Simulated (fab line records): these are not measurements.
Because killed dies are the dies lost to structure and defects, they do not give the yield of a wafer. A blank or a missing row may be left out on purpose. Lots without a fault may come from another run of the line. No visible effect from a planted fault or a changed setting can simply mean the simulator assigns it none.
Matching of chambers -- flow nand-harc -- NHARC_A_M0_ETCH_34 on rie-diel-04: 4 sister chambers
The step etches the open film in N2/H2, target depth 40 nm, overetch 12 nm, time 43.94 s. 8 wafers are shown with their chamber, then 7 later ones without.

== WAFERS WITH THEIR CHAMBER ==
wafer,chamber,showerhead-plenum-p-Torr (Torr),drypump-motor-current-A (A)
L386.4,3,2.17,5.69
L388.1,0,2.13,5.64
L388.2,3,2.17,5.70
L388.5,2,2.02,5.23
L397.1,2,2.01,5.25
L397.6,1,1.89,5.71
L398.1,1,1.89,5.72
L398.2,0,2.13,5.66

== WAFERS WHOSE CHAMBER IS MISSING ==
wafer,showerhead-plenum-p-Torr (Torr),drypump-motor-current-A (A)
L398.3,2.01,5.24
L396.1,2.17,5.70
L396.3,2.13,5.63
L396.6,2.13,5.62
L402.3,2.17,5.70
L402.4,1.89,5.71
L402.5,2.17,5.70

== EACH ONE'S CHAMBER ==
wafer,from the rows above,in truth
L398.3,2,2
L396.1,3,3
L396.3,0,0
L396.6,0,0
L402.3,3,3
L402.4,1,1
L402.5,3,3
Correctly placed: 7 of 7. Can't be placed from these rows: 0. Placed wrongly: 0.
How it was worked out, from the rows above alone: a wafer's distance from a chamber is the root of the sum, over the readings, of the square of ((its reading less the chamber's mean) divided by the reading's scatter). The wafer belongs to the nearest chamber; if the next one is less than 2 further off, it can't be placed. For every chamber, the mean is computed from those of its wafers that are shown. The scatter: the root of (the sum of the squares of (reading less its chamber's mean) over the shown wafers, divided by (wafers less chambers)).
